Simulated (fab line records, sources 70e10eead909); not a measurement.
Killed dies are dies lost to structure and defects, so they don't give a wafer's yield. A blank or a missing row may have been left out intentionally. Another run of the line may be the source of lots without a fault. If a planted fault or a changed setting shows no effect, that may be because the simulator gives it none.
2 desks looking at one fault + flow nandHarc + every desk sees just its own numbers, and what lay behind them comes last

== METROLOGY DESK ==
What the gauges read, lot by lot, whatever tool the lot ran on: means of the sampled wafers that have a number. The brackets show how far a lot's mean lies from the usual mean; more than 4 standard deviations puts the lot out of limits, marked OUT.
Columns: A = cdNm at NHARC_A_SLIT_CD_MEAS_09, usual 299.9 nm
| lot  | first seen here | A     |
|------|-----------------|-------|
| L902 | day 20 04:14    | 300.5 |
| L906 | day 21 21:31    | 299.6 |
| L908 | day 22 06:59    | 300.1 |
| L907 | day 22 07:08    | 300.1 |
| L909 | day 22 20:05    | 300.4 |
| L913 | day 24 09:29    | 300.1 |
| L912 | day 24 13:11    | 300.2 |
| L917 | day 26 00:48    | 299.9 |
| L921 | day 28 05:11    | 300.0 |
| L922 | day 28 20:28    | 299.8 |
| L923 | day 29 06:14    | 299.7 |
| L924 | day 29 07:28    | 299.6 |
Result from this desk: across the 12 lots, nothing is out of limits.

== DESK OF THE TOOL OWNER: aldHk-03 ==
The tool's own readings at NHARC_A_WL_FILL_ALD_10 (deposits SiO2, target thk 50 nm, pulse time 10 s, ald cycles 500): means of the sampled wafers that have a number, for each lot that ran on this tool. The brackets show how far a lot's mean lies from the usual mean; more than 4 standard deviations puts the lot out of limits, marked OUT.
Columns: A = heaterPowerW at NHARC_A_WL_FILL_ALD_10, usual 485 W; B = precursorPulseHeightRel at NHARC_A_WL_FILL_ALD_10, usual 1.000
| lot  | first seen here | A   | B     |
|------|-----------------|-----|-------|
| L902 | day 21 06:46    | 470 | 1.002 |
| L906 | day 22 18:03    | 501 | 0.998 |
| L907 | day 23 06:04    | 477 | 1.001 |
| L913 | day 25 04:08    | 471 | 1.015 |
| L912 | day 25 09:43    | 457 | 1.007 |
| L917 | day 26 20:25    | 429 | 0.983 |
| L924 | day 30 03:18    | 504 | 1.007 |
Result from this desk: across the 7 lots, nothing is out of limits.

== BROUGHT TOGETHER ==
Nothing out of limits was seen by the metrology desk.
Nothing out of limits was seen by the tool owner's desk.

== WHAT HAD BEEN PUT IN BY THE SIMULATOR ==
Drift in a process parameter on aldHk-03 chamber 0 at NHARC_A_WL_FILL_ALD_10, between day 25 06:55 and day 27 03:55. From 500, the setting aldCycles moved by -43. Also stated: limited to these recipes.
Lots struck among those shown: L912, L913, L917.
